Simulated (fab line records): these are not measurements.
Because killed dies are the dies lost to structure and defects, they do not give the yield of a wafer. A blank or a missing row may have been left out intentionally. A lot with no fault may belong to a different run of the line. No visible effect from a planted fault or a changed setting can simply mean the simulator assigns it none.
fab line records :: flow n5Finfet
record
  lots=11
  wafers=30
  lastDay=17
route steps=1938 shown BEOL_M8@1370 BEOL_M9@1401
lots that met no fault: from a run of the same line without faults
startH: hours from the record's first day to the start of the lot's first wafer shown :: waitH: how many hours have passed since the lot's step before this one :: " unchanged from the row above :: L1.1+2: a row that stands for several wafers :: - either no value or no given start :: * or withheld: withheld :: < > ~ a bound
route shown NAME@n: NAME is a module with steps in the file, n the number in the route of the first one :: usual: average and standard deviation across the fault-free wafers :: same: alike in all rows :: chamber/n: place in a boat :: sites: readings site by site :: _std_site: their standard deviation :: _edge_site: outer sites' mean less inner sites' :: radiusMm: how far each site lies from the wafer's centre :: mask NAME#n: copy n :: behind: the last tool/chamber to shape the wafer :: hold: why the lot was held/for how many hours/how that ended :: device: the transistor (n, p or np) that didn't switch :: end of line: tests of these same wafers at the route's end :: a step given without rows: its recipe and nothing more :: killed: dies lost to structure and defects at the first sort, not the wafer's yield :: map: a wafer's dies, x killed, . not, _ none there
set.NAME: the setting that was run; set.NAME@STEP: the one run at that earlier step :: model.NAME: the simulator's own value behind a step, which no gauge read
route steps across a sampled set of lots; one table per step, one row per wafer
services: the hour from which a tool's chamber was out of use, counted from the record's first day as startH (under 0 if before that day), plus the number of hours and why
## steps
# step N5_BEOL_M8_ETCH_65
# recipe
  chemistry=CF4
  target=SiARC
  targetDepthA=156
  maskMaterial=CAR-EUV
  timeS=26
  ionEnergyEv=80
  pressureMtorr=40
  sourceW=545
  biasW=36
  Ar_flow_sccm=100
  cf4FlowSccm=100
  ends=cleared
# usual
  drypumpMotorCurrentA=5.5/0.53
  etchRfOnTimeS=26.0/0.39
  mfcArSccm=100.0/0.32
  oesProductAu=0.71/0.065
  rfVppV=183.8/1.1
  showerheadPlenumPTorr=2.11/0.062
  throttleValvePct=15.48/0.3
lot.wafer: L211.1
tool: rieDiel-02
chamber: 3
startH: 204.93
waitH: 0.0
drypumpMotorCurrentA: 5.3
etchRfOnTimeS: 25.7
mfcArSccm: 100.7
oesProductAu: 0.76
rfHoursCounterH: 40
rfVppV: 184.6
showerheadPlenumPTorr: 2.26
throttleValvePct: 15.34

lot.wafer: L211.4
tool: rieDiel-02
chamber: 2
startH: 204.93
waitH: 0.0
drypumpMotorCurrentA: 5.1
etchRfOnTimeS: 26.1
mfcArSccm: 99.2
oesProductAu: 0.71
rfHoursCounterH: 70
rfVppV: 183.2
showerheadPlenumPTorr: 2.07
throttleValvePct: 15.42

lot.wafer: L211.6
tool: rieDiel-02
chamber: 1
startH: 204.93
waitH: 0.0
drypumpMotorCurrentA: 6.4
etchRfOnTimeS: 25.6
mfcArSccm: 99.6
oesProductAu: 0.82
rfHoursCounterH: -
rfVppV: 183.5
showerheadPlenumPTorr: 2.10
throttleValvePct: 15.02

lot.wafer: L214.2
tool: rieDiel-04
chamber: 1
startH: 233.36
waitH: 0.0
drypumpMotorCurrentA: 6.0
etchRfOnTimeS: 26.3
mfcArSccm: 100.2
oesProductAu: 0.61
rfHoursCounterH: 221
rfVppV: 185.6
showerheadPlenumPTorr: 2.20
throttleValvePct: 16.02

lot.wafer: L214.5
tool: rieDiel-04
chamber: 2
startH: 233.36
waitH: 0.0
drypumpMotorCurrentA: 5.1
etchRfOnTimeS: 25.8
mfcArSccm: 100.4
oesProductAu: 0.76
rfHoursCounterH: -
rfVppV: 184.3
showerheadPlenumPTorr: 2.09
throttleValvePct: 15.34

lot.wafer: L214.6
tool: rieDiel-04
chamber: 1
startH: 233.36
waitH: 0.0
drypumpMotorCurrentA: 6.0
etchRfOnTimeS: 26.1
mfcArSccm: 100.9
oesProductAu: 0.60
rfHoursCounterH: -
rfVppV: 184.7
showerheadPlenumPTorr: 2.20
throttleValvePct: 16.01

lot.wafer: L217.3
tool: rieDiel-02
chamber: 3
startH: 245.05
waitH: 0.0
drypumpMotorCurrentA: 5.3
etchRfOnTimeS: 25.8
mfcArSccm: 100.3
oesProductAu: 0.73
rfHoursCounterH: 54
rfVppV: 186.3
showerheadPlenumPTorr: 2.25
throttleValvePct: 15.36

lot.wafer: L217.5
tool: rieDiel-02
chamber: 3
startH: 245.05
waitH: 0.0
drypumpMotorCurrentA: 5.3
etchRfOnTimeS: 25.6
mfcArSccm: 100.6
oesProductAu: 0.75
rfHoursCounterH: -
rfVppV: 186.7
showerheadPlenumPTorr: 2.25
throttleValvePct: 15.37

lot.wafer: L217.6
tool: rieDiel-02
chamber: 0
startH: 245.05
waitH: 0.0
drypumpMotorCurrentA: 5.1
etchRfOnTimeS: 26.2
mfcArSccm: 100.6
oesProductAu: 0.58
rfHoursCounterH: -
rfVppV: 183.9
showerheadPlenumPTorr: 2.03
throttleValvePct: 16.18

lot.wafer: L216.5
tool: rieDiel-02
chamber: 1
startH: 260.83
waitH: 0.0
drypumpMotorCurrentA: 6.4
etchRfOnTimeS: 25.8
mfcArSccm: 99.9
oesProductAu: 0.77
rfHoursCounterH: -
rfVppV: 181.8
showerheadPlenumPTorr: 2.10
throttleValvePct: 15.05

lot.wafer: L216.6
tool: rieDiel-02
chamber: 2
startH: 260.83
waitH: 0.0
drypumpMotorCurrentA: 5.1
etchRfOnTimeS: 25.7
mfcArSccm: 100.2
oesProductAu: 0.69
rfHoursCounterH: -
rfVppV: 184.6
showerheadPlenumPTorr: 2.07
throttleValvePct: 15.47

lot.wafer: L219.1
tool: rieDiel-03
chamber: 0
startH: 265.67
waitH: 0.0
drypumpMotorCurrentA: 6.1
etchRfOnTimeS: 25.5
mfcArSccm: 100.3
oesProductAu: 0.73
rfHoursCounterH: 55
rfVppV: 182.0
showerheadPlenumPTorr: 2.09
throttleValvePct: 15.79

lot.wafer: L219.3
tool: rieDiel-03
chamber: 3
startH: 265.67
waitH: 0.0
drypumpMotorCurrentA: 5.1
etchRfOnTimeS: 26.1
mfcArSccm: 99.9
oesProductAu: 0.61
rfHoursCounterH: 183
rfVppV: 184.6
showerheadPlenumPTorr: 2.23
throttleValvePct: 15.82

lot.wafer: L219.4
tool: rieDiel-03
chamber: 3
startH: 265.67
waitH: 0.0
drypumpMotorCurrentA: 5.1
etchRfOnTimeS: 26.2
mfcArSccm: 99.8
oesProductAu: 0.61
rfHoursCounterH: -
rfVppV: 184.9
showerheadPlenumPTorr: 2.23
throttleValvePct: 15.82

lot.wafer: L220.3
tool: rieDiel-03
chamber: 1
startH: 274.65
waitH: 0.0
drypumpMotorCurrentA: 5.3
etchRfOnTimeS: 26.4
mfcArSccm: 99.9
oesProductAu: 0.67
rfHoursCounterH: 108
rfVppV: 183.2
showerheadPlenumPTorr: 2.07
throttleValvePct: 15.40

lot.wafer: L220.4
tool: rieDiel-03
chamber: 0
startH: 274.65
waitH: 0.0
drypumpMotorCurrentA: 6.1
etchRfOnTimeS: 25.4
mfcArSccm: 99.8
oesProductAu: 0.73
rfHoursCounterH: 58
rfVppV: 183.5
showerheadPlenumPTorr: 2.09
throttleValvePct: 15.80

lot.wafer: L220.6
tool: rieDiel-03
chamber: 1
startH: 274.65
waitH: 0.0
drypumpMotorCurrentA: 5.3
etchRfOnTimeS: 26.4
mfcArSccm: 100.4
oesProductAu: 0.67
rfHoursCounterH: -
rfVppV: 182.5
showerheadPlenumPTorr: 2.07
throttleValvePct: 15.40

lot.wafer: L225.1
tool: rieDiel-04
chamber: 2
startH: 293.70
waitH: 0.0
drypumpMotorCurrentA: 5.1
etchRfOnTimeS: 26.0
mfcArSccm: 100.2
oesProductAu: 0.73
rfHoursCounterH: 57
rfVppV: 184.0
showerheadPlenumPTorr: 2.08
throttleValvePct: 15.39

lot.wafer: L225.2
tool: rieDiel-04
chamber: 1
startH: 293.70
waitH: 0.0
drypumpMotorCurrentA: 6.0
etchRfOnTimeS: 26.4
mfcArSccm: 100.2
oesProductAu: 0.58
rfHoursCounterH: 246
rfVppV: 184.1
showerheadPlenumPTorr: 2.19
throttleValvePct: 16.06

lot.wafer: L225.3
tool: rieDiel-04
chamber: 0
startH: 293.70
waitH: 0.0
drypumpMotorCurrentA: 5.0
etchRfOnTimeS: 25.6
mfcArSccm: 99.8
oesProductAu: 0.77
rfHoursCounterH: 23
rfVppV: 182.5
showerheadPlenumPTorr: 2.09
throttleValvePct: 15.42

lot.wafer: L226.1
tool: rieDiel-04
chamber: 3
startH: 299.42
waitH: 0.0
drypumpMotorCurrentA: 6.2
etchRfOnTimeS: 26.4
mfcArSccm: 100.0
oesProductAu: 0.72
rfHoursCounterH: 47
rfVppV: 183.2
showerheadPlenumPTorr: 2.08
throttleValvePct: 15.26

lot.wafer: L226.2
tool: rieDiel-04
chamber: 1
startH: 299.42
waitH: 0.0
drypumpMotorCurrentA: 6.0
etchRfOnTimeS: 26.1
mfcArSccm: 100.2
oesProductAu: 0.59
rfHoursCounterH: 248
rfVppV: 184.4
showerheadPlenumPTorr: 2.19
throttleValvePct: 16.06

lot.wafer: L226.3
tool: rieDiel-04
chamber: 2
startH: 299.42
waitH: 0.0
drypumpMotorCurrentA: 5.1
etchRfOnTimeS: 25.4
mfcArSccm: 99.7
oesProductAu: 0.73
rfHoursCounterH: 58
rfVppV: 184.3
showerheadPlenumPTorr: 2.08
throttleValvePct: 15.39

lot.wafer: L229.1
tool: rieDiel-04
chamber: 3
startH: 316.50
waitH: 0.0
drypumpMotorCurrentA: 6.2
etchRfOnTimeS: 26.4
mfcArSccm: 99.9
oesProductAu: 0.70
rfHoursCounterH: 56
rfVppV: 183.4
showerheadPlenumPTorr: 2.07
throttleValvePct: 15.26

lot.wafer: L229.5
tool: rieDiel-04
chamber: 3
startH: 316.50
waitH: 0.0
drypumpMotorCurrentA: 6.2
etchRfOnTimeS: 26.4
mfcArSccm: 99.8
oesProductAu: 0.71
rfHoursCounterH: -
rfVppV: 183.5
showerheadPlenumPTorr: 2.07
throttleValvePct: 15.26

lot.wafer: L229.6
tool: rieDiel-04
chamber: 0
startH: 316.50
waitH: 0.0
drypumpMotorCurrentA: 5.0
etchRfOnTimeS: 25.2
mfcArSccm: 99.6
oesProductAu: 0.76
rfHoursCounterH: -
rfVppV: 184.2
showerheadPlenumPTorr: 2.09
throttleValvePct: 15.43

lot.wafer: L230.4
tool: rieDiel-04
chamber: 2
startH: 321.79
waitH: 0.0
drypumpMotorCurrentA: 5.1
etchRfOnTimeS: 25.7
mfcArSccm: 100.4
oesProductAu: 0.71
rfHoursCounterH: -
rfVppV: 183.7
showerheadPlenumPTorr: 2.08
throttleValvePct: 15.43

lot.wafer: L232.1
tool: rieDiel-03
chamber: 2
startH: 334.78
waitH: 0.0
drypumpMotorCurrentA: 5.9
etchRfOnTimeS: 26.2
mfcArSccm: 99.9
oesProductAu: 0.75
rfHoursCounterH: 24
rfVppV: 184.4
showerheadPlenumPTorr: 2.09
throttleValvePct: 15.26

lot.wafer: L232.4
tool: rieDiel-03
chamber: 1
startH: 334.78
waitH: 0.0
drypumpMotorCurrentA: 5.3
etchRfOnTimeS: 26.2
mfcArSccm: 100.0
oesProductAu: 0.65
rfHoursCounterH: 131
rfVppV: 184.0
showerheadPlenumPTorr: 2.07
throttleValvePct: 15.45

lot.wafer: L232.6
tool: rieDiel-03
chamber: 1
startH: 334.78
waitH: 0.0
drypumpMotorCurrentA: 5.3
etchRfOnTimeS: 26.3
mfcArSccm: 100.1
oesProductAu: 0.65
rfHoursCounterH: -
rfVppV: 183.3
showerheadPlenumPTorr: 2.07
throttleValvePct: 15.44
# step N5_BEOL_M8_PRE_CLEAN_45
# recipe
  gas=H2/He
  timeS=30
  tempC=250
# usual
  heaterPowerW=334/46
lot.wafer: L211.1
tool: pvdSputter-03
chamber: -
startH: 205.87
waitH: 0.0
heaterPowerW: 433

lot.wafer: L211.4
tool: pvdSputter-03
chamber: -
startH: 205.87
waitH: 0.0
heaterPowerW: 290

lot.wafer: L211.6
tool: pvdSputter-03
chamber: -
startH: 205.87
waitH: 0.0
heaterPowerW: 362

lot.wafer: L214.2
tool: pvdSputter-01
chamber: -
startH: 235.81
waitH: 0.0
heaterPowerW: 272

lot.wafer: L214.5
tool: pvdSputter-01
chamber: -
startH: 235.81
waitH: 0.0
heaterPowerW: 317

lot.wafer: L214.6
tool: pvdSputter-01
chamber: -
startH: 235.81
waitH: 0.0
heaterPowerW: 301

lot.wafer: L217.3
tool: pvdSputter-03
chamber: -
startH: 246.38
waitH: 0.0
heaterPowerW: 348

lot.wafer: L217.5
tool: pvdSputter-03
chamber: -
startH: 246.38
waitH: 0.0
heaterPowerW: 293

lot.wafer: L217.6
tool: pvdSputter-03
chamber: -
startH: 246.38
waitH: 0.0
heaterPowerW: 350

lot.wafer: L216.5
tool: pvdSputter-03
chamber: -
startH: 262.89
waitH: 0.0
heaterPowerW: 352

lot.wafer: L216.6
tool: pvdSputter-03
chamber: -
startH: 262.89
waitH: 0.0
heaterPowerW: 423

lot.wafer: L219.1
tool: pvdSputter-03
chamber: -
startH: 267.31
waitH: 0.0
heaterPowerW: 345

lot.wafer: L219.3
tool: pvdSputter-03
chamber: -
startH: 267.31
waitH: 0.0
heaterPowerW: 282

lot.wafer: L219.4
tool: pvdSputter-03
chamber: -
startH: 267.31
waitH: 0.0
heaterPowerW: 427

lot.wafer: L220.3
tool: pvdSputter-02
chamber: -
startH: 277.79
waitH: 0.0
heaterPowerW: 357

lot.wafer: L220.4
tool: pvdSputter-02
chamber: -
startH: 277.79
waitH: 0.0
heaterPowerW: 377

lot.wafer: L220.6
tool: pvdSputter-02
chamber: -
startH: 277.79
waitH: 0.0
heaterPowerW: 370

lot.wafer: L225.1
tool: pvdSputter-01
chamber: -
startH: 295.23
waitH: 0.0
heaterPowerW: 298

lot.wafer: L225.2
tool: pvdSputter-01
chamber: -
startH: 295.23
waitH: 0.0
heaterPowerW: 312

lot.wafer: L225.3
tool: pvdSputter-01
chamber: -
startH: 295.23
waitH: 0.0
heaterPowerW: 270

lot.wafer: L226.1
tool: pvdSputter-03
chamber: -
startH: 300.82
waitH: 0.0
heaterPowerW: 283

lot.wafer: L226.2
tool: pvdSputter-03
chamber: -
startH: 300.82
waitH: 0.0
heaterPowerW: 353

lot.wafer: L226.3
tool: pvdSputter-03
chamber: -
startH: 300.82
waitH: 0.0
heaterPowerW: 350

lot.wafer: L229.1
tool: pvdSputter-02
chamber: -
startH: 317.47
waitH: 0.0
heaterPowerW: 363

lot.wafer: L229.5
tool: pvdSputter-02
chamber: -
startH: 317.47
waitH: 0.0
heaterPowerW: 362

lot.wafer: L229.6
tool: pvdSputter-02
chamber: -
startH: 317.47
waitH: 0.0
heaterPowerW: 342

lot.wafer: L230.4
tool: pvdSputter-01
chamber: -
startH: 324.26
waitH: 0.0
heaterPowerW: 265

lot.wafer: L232.1
tool: pvdSputter-03
chamber: -
startH: 335.95
waitH: 0.0
heaterPowerW: 285

lot.wafer: L232.4
tool: pvdSputter-03
chamber: -
startH: 335.95
waitH: 0.0
heaterPowerW: 353

lot.wafer: L232.6
tool: pvdSputter-03
chamber: -
startH: 335.95
waitH: 0.0
heaterPowerW: 363
# step N5_BEOL_M8_CVD_78
# recipe
  material=Co
  targetThkA=20
  tempC=withheld
  precursor=CCTBA/H2
  pressureTorr=30
  timeS=142.3
# usual
  runLengthS=165.4/0.51
lot.wafer: L211.1
tool: cvdCo-01
chamber: 0
startH: 206.62
waitH: 0.1
runLengthS: 164.4
sinceWetCleanH: 967

lot.wafer: L211.4
tool: cvdCo-01
chamber: 0
startH: 206.62
waitH: 0.1
runLengthS: 164.5
sinceWetCleanH: -

lot.wafer: L211.6
tool: cvdCo-01
chamber: 2
startH: 206.62
waitH: 0.1
runLengthS: 165.7
sinceWetCleanH: -

lot.wafer: L214.2
tool: cvdCo-01
chamber: 1
startH: 236.27
waitH: 0.1
runLengthS: 165.0
sinceWetCleanH: 100

lot.wafer: L214.5
tool: cvdCo-01
chamber: 2
startH: 236.27
waitH: 0.1
runLengthS: 165.2
sinceWetCleanH: -

lot.wafer: L214.6
tool: cvdCo-01
chamber: 0
startH: 236.27
waitH: 0.1
runLengthS: 164.9
sinceWetCleanH: -

lot.wafer: L217.3
tool: cvdCo-01
chamber: 0
startH: 246.89
waitH: 0.1
runLengthS: 164.6
sinceWetCleanH: 1007

lot.wafer: L217.5
tool: cvdCo-01
chamber: 1
startH: 246.89
waitH: 0.1
runLengthS: 165.1
sinceWetCleanH: -

lot.wafer: L217.6
tool: cvdCo-01
chamber: 2
startH: 246.89
waitH: 0.1
runLengthS: 165.5
sinceWetCleanH: -

lot.wafer: L216.5
tool: cvdCo-02
chamber: 1
startH: 263.60
waitH: 0.1
runLengthS: 165.2
sinceWetCleanH: -

lot.wafer: L216.6
tool: cvdCo-02
chamber: 0
startH: 263.60
waitH: 0.1
runLengthS: 165.7
sinceWetCleanH: -

lot.wafer: L219.1
tool: cvdCo-01
chamber: 1
startH: 267.76
waitH: 0.1
runLengthS: 165.6
sinceWetCleanH: 131

lot.wafer: L219.3
tool: cvdCo-01
chamber: 0
startH: 267.76
waitH: 0.1
runLengthS: 164.9
sinceWetCleanH: 1028

lot.wafer: L219.4
tool: cvdCo-01
chamber: 2
startH: 267.76
waitH: 0.1
runLengthS: 165.9
sinceWetCleanH: -

lot.wafer: L220.3
tool: cvdCo-01
chamber: 0
startH: 278.27
waitH: 0.1
runLengthS: 165.5
sinceWetCleanH: 1038

lot.wafer: L220.4
tool: cvdCo-01
chamber: 2
startH: 278.27
waitH: 0.1
runLengthS: 165.3
sinceWetCleanH: -

lot.wafer: L220.6
tool: cvdCo-01
chamber: 1
startH: 278.27
waitH: 0.1
runLengthS: 165.9
sinceWetCleanH: -

lot.wafer: L225.1
tool: cvdCo-01
chamber: 2
startH: 295.88
waitH: 0.3
runLengthS: 221.1
sinceWetCleanH: 597

lot.wafer: L225.2
tool: cvdCo-01
chamber: 1
startH: 295.88
waitH: 0.3
runLengthS: 165.6
sinceWetCleanH: 159

lot.wafer: L225.3
tool: cvdCo-01
chamber: 0
startH: 295.88
waitH: 0.3
runLengthS: 220.1
sinceWetCleanH: 1056

lot.wafer: L226.1
tool: cvdCo-02
chamber: 0
startH: 301.25
waitH: 0.1
runLengthS: 166.4
sinceWetCleanH: 843

lot.wafer: L226.2
tool: cvdCo-02
chamber: 1
startH: 301.25
waitH: 0.1
runLengthS: 165.4
sinceWetCleanH: 1280

lot.wafer: L226.3
tool: cvdCo-02
chamber: 2
startH: 301.25
waitH: 0.1
runLengthS: 166.2
sinceWetCleanH: 383

lot.wafer: L229.1
tool: cvdCo-01
chamber: 0
startH: 317.91
waitH: 0.0
runLengthS: 220.1
sinceWetCleanH: 1078

lot.wafer: L229.5
tool: cvdCo-01
chamber: 2
startH: 317.91
waitH: 0.0
runLengthS: 165.6
sinceWetCleanH: -

lot.wafer: L229.6
tool: cvdCo-01
chamber: 0
startH: 317.91
waitH: 0.0
runLengthS: 165.1
sinceWetCleanH: -

lot.wafer: L230.4
tool: cvdCo-01
chamber: 0
startH: 324.76
waitH: 0.1
runLengthS: 164.4
sinceWetCleanH: -

lot.wafer: L232.1
tool: cvdCo-02
chamber: 2
startH: 337.73
waitH: 0.0
runLengthS: 165.7
sinceWetCleanH: 420

lot.wafer: L232.4
tool: cvdCo-02
chamber: 0
startH: 337.73
waitH: 0.0
runLengthS: 166.1
sinceWetCleanH: -

lot.wafer: L232.6
tool: cvdCo-02
chamber: 2
startH: 337.73
waitH: 0.0
runLengthS: 165.6
sinceWetCleanH: -
# step N5_BEOL_M9_ILD_DEP_00
# recipe
  material=SiCOH_lowk
  targetThkA=3085.1
  tempC=300
  precursor=DEMS/porogen
  pressureTorr=5
  rfW=500
  timeS=58
# usual
  heaterPowerW=297/34
  showerheadPlenumPTorr=5.745/0.015
  throttleValvePct=14.2/0.82
lot.wafer: L211.1
tool: pecvd-02
chamber: 1
startH: 207.95
waitH: 0.0
heaterPowerW: 273
showerheadPlenumPTorr: 5.737
sinceWetCleanH: 1999
throttleValvePct: 13.8

lot.wafer: L211.4
tool: pecvd-02
chamber: 1
startH: 207.95
waitH: 0.0
heaterPowerW: 273
showerheadPlenumPTorr: 5.762
sinceWetCleanH: -
throttleValvePct: 13.7

lot.wafer: L211.6
tool: pecvd-02
chamber: 2
startH: 207.95
waitH: 0.0
heaterPowerW: 242
showerheadPlenumPTorr: 5.735
sinceWetCleanH: -
throttleValvePct: 13.9

lot.wafer: L214.2
tool: pecvd-04
chamber: 1
startH: 237.43
waitH: 0.0
heaterPowerW: 295
showerheadPlenumPTorr: 5.735
sinceWetCleanH: 1848
throttleValvePct: 13.5

lot.wafer: L214.5
tool: pecvd-04
chamber: 1
startH: 237.43
waitH: 0.0
heaterPowerW: 304
showerheadPlenumPTorr: 5.730
sinceWetCleanH: -
throttleValvePct: 13.4

lot.wafer: L214.6
tool: pecvd-04
chamber: 0
startH: 237.43
waitH: 0.0
heaterPowerW: 328
showerheadPlenumPTorr: 5.741
sinceWetCleanH: -
throttleValvePct: 13.5

lot.wafer: L217.3
tool: pecvd-01
chamber: 1
startH: 248.82
waitH: 0.1
heaterPowerW: 316
showerheadPlenumPTorr: 5.749
sinceWetCleanH: -
throttleValvePct: 15.6

lot.wafer: L217.5
tool: pecvd-01
chamber: 0
startH: 248.82
waitH: 0.1
heaterPowerW: 353
showerheadPlenumPTorr: 5.769
sinceWetCleanH: -
throttleValvePct: 13.2

lot.wafer: L217.6
tool: pecvd-01
chamber: 1
startH: 248.82
waitH: 0.1
heaterPowerW: 247
showerheadPlenumPTorr: 5.764
sinceWetCleanH: -
throttleValvePct: 15.3

lot.wafer: L216.5
tool: pecvd-02
chamber: 1
startH: 264.81
waitH: 0.1
heaterPowerW: 314
showerheadPlenumPTorr: 5.748
sinceWetCleanH: -
throttleValvePct: 13.5

lot.wafer: L216.6
tool: pecvd-02
chamber: 2
startH: 264.81
waitH: 0.1
heaterPowerW: 295
showerheadPlenumPTorr: 5.721
sinceWetCleanH: -
throttleValvePct: 13.9

lot.wafer: L219.1
tool: pecvd-02
chamber: 1
startH: 268.99
waitH: 0.0
heaterPowerW: 313
showerheadPlenumPTorr: 5.761
sinceWetCleanH: 2060
throttleValvePct: 13.5

lot.wafer: L219.3
tool: pecvd-02
chamber: 0
startH: 268.99
waitH: 0.0
heaterPowerW: 268
showerheadPlenumPTorr: 5.746
sinceWetCleanH: 1335
throttleValvePct: 15.5

lot.wafer: L219.4
tool: pecvd-02
chamber: 1
startH: 268.99
waitH: 0.0
heaterPowerW: 306
showerheadPlenumPTorr: 5.748
sinceWetCleanH: -
throttleValvePct: 13.5

lot.wafer: L220.3
tool: pecvd-04
chamber: 2
startH: 279.46
waitH: 0.0
heaterPowerW: 244
showerheadPlenumPTorr: 5.715
sinceWetCleanH: 411
throttleValvePct: 14.7

lot.wafer: L220.4
tool: pecvd-04
chamber: 0
startH: 279.46
waitH: 0.0
heaterPowerW: 349
showerheadPlenumPTorr: 5.727
sinceWetCleanH: -
throttleValvePct: 13.8

lot.wafer: L220.6
tool: pecvd-04
chamber: 1
startH: 279.46
waitH: 0.0
heaterPowerW: 294
showerheadPlenumPTorr: 5.739
sinceWetCleanH: -
throttleValvePct: 13.4

lot.wafer: L225.1
tool: pecvd-02
chamber: 0
startH: 297.02
waitH: 0.0
heaterPowerW: 305
showerheadPlenumPTorr: 5.742
sinceWetCleanH: 1363
throttleValvePct: 15.5

lot.wafer: L225.2
tool: pecvd-02
chamber: 2
startH: 297.02
waitH: 0.0
heaterPowerW: 300
showerheadPlenumPTorr: 5.739
sinceWetCleanH: 593
throttleValvePct: 14.0

lot.wafer: L225.3
tool: pecvd-02
chamber: 1
startH: 297.02
waitH: 0.0
heaterPowerW: 299
showerheadPlenumPTorr: 5.763
sinceWetCleanH: 2088
throttleValvePct: 13.5

lot.wafer: L226.1
tool: pecvd-01
chamber: 0
startH: 302.54
waitH: 0.0
heaterPowerW: 362
showerheadPlenumPTorr: 5.760
sinceWetCleanH: 825
throttleValvePct: 13.6

lot.wafer: L226.2
tool: pecvd-01
chamber: 2
startH: 302.54
waitH: 0.0
heaterPowerW: 291
showerheadPlenumPTorr: 5.745
sinceWetCleanH: 53
throttleValvePct: 13.6

lot.wafer: L226.3
tool: pecvd-01
chamber: 1
startH: 302.54
waitH: 0.0
heaterPowerW: 253
showerheadPlenumPTorr: 5.761
sinceWetCleanH: 1550
throttleValvePct: 15.2

lot.wafer: L229.1
tool: pecvd-01
chamber: 1
startH: 319.10
waitH: 0.0
heaterPowerW: 313
showerheadPlenumPTorr: 5.750
sinceWetCleanH: 1567
throttleValvePct: 15.1

lot.wafer: L229.5
tool: pecvd-01
chamber: 0
startH: 319.10
waitH: 0.0
heaterPowerW: 357
showerheadPlenumPTorr: 5.744
sinceWetCleanH: -
throttleValvePct: 13.6

lot.wafer: L229.6
tool: pecvd-01
chamber: 2
startH: 319.10
waitH: 0.0
heaterPowerW: 296
showerheadPlenumPTorr: 5.756
sinceWetCleanH: -
throttleValvePct: 13.6

lot.wafer: L230.4
tool: pecvd-04
chamber: 1
startH: 325.88
waitH: 0.1
heaterPowerW: 251
showerheadPlenumPTorr: 5.739
sinceWetCleanH: -
throttleValvePct: 13.3

lot.wafer: L232.1
tool: pecvd-04
chamber: 0
startH: 339.13
waitH: 0.0
heaterPowerW: 312
showerheadPlenumPTorr: 5.726
sinceWetCleanH: 1224
throttleValvePct: 13.2

lot.wafer: L232.4
tool: pecvd-04
chamber: 1
startH: 339.13
waitH: 0.0
heaterPowerW: 316
showerheadPlenumPTorr: 5.729
sinceWetCleanH: -
throttleValvePct: 13.2

lot.wafer: L232.6
tool: pecvd-04
chamber: 2
startH: 339.13
waitH: 0.0
heaterPowerW: 237
showerheadPlenumPTorr: 5.722
sinceWetCleanH: -
throttleValvePct: 14.6
## services
tool: pecvd-01
chamber: 2
startH: 190.80
hours: 4.7
kind: repair

tool: pecvd-02
chamber: 0
startH: 197.89
hours: 5.5
kind: scheduledDown

tool: cvdCo-02
chamber: 0
startH: 201.54
hours: 3.7
kind: repair

tool: rieDiel-03
chamber: 1
startH: 204.96
hours: 8.0
kind: repair

tool: pecvd-01
chamber: 0
startH: 207.72
hours: 6.4
kind: repair

tool: pecvd-04
chamber: 1
startH: 208.31
hours: 2.1
kind: scheduledDown

tool: pecvd-01
chamber: 2
startH: 220.22
hours: -
kind: clean

tool: pecvd-01
chamber: 2
startH: 220.22
hours: -
kind: consumableReplace:showerhead

tool: pecvd-01
chamber: 2
startH: 220.22
hours: 29.0
kind: scheduledDown

tool: rieDiel-03
chamber: 0
startH: 222.41
hours: 3.9
kind: repair

tool: pecvd-02
chamber: -
startH: 233.00
hours: 0.7
kind: repair

tool: rieDiel-04
chamber: 0
startH: 244.97
hours: 22.3
kind: repair

tool: pecvd-04
chamber: -
startH: 252.22
hours: 14.6
kind: pm

tool: pvdSputter-01
chamber: -
startH: 260.51
hours: 3.0
kind: repair

tool: rieDiel-02
chamber: 3
startH: 277.74
hours: 6.1
kind: repair

tool: rieDiel-04
chamber: 1
startH: 305.74
hours: -
kind: clean

tool: rieDiel-04
chamber: 1
startH: 305.74
hours: -
kind: consumableReplace:focusRing

tool: rieDiel-04
chamber: 1
startH: 305.74
hours: 17.1
kind: scheduledDown

tool: rieDiel-04
chamber: 1
startH: 305.74
hours: 17.1
kind: ventCycle

tool: rieDiel-02
chamber: -
startH: 307.01
hours: 4.3
kind: pm

tool: cvdCo-01
chamber: 0
startH: 307.10
hours: 6.0
kind: repair

tool: pecvd-02
chamber: 2
startH: 317.65
hours: 2.1
kind: scheduledDown

tool: rieDiel-02
chamber: 0
startH: 321.23
hours: 8.0
kind: repair

tool: pecvd-01
chamber: -
startH: 329.86
hours: 1.7
kind: repair
## key
firstSign
  step=N5_BEOL_M8_CVD_78
  reading=runLengthS
  direction=up
  sigmas=99+
  usual=*
  struck=*
effect none on later readings
metAt N5_BEOL_M8_CVD_78
struckLots L225,L229
struckWafers L225.1,L225.3,L229.1
notActingAt N5_BEOL_M8_ETCH_65,N5_BEOL_M8_PRE_CLEAN_45,N5_BEOL_M9_ILD_DEP_00
onsetBetween 278.27 295.88
fault
  kind=processParameterDrift
  tool=cvdCo-01
  chamber=-
  onsetH=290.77
  steps=N5_BEOL_M8_CVD_78
  channel=timeS
  offset=*
  shape=step
  endH=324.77
  scope=struckWafersOnly
  actsIn=*
  stated=*
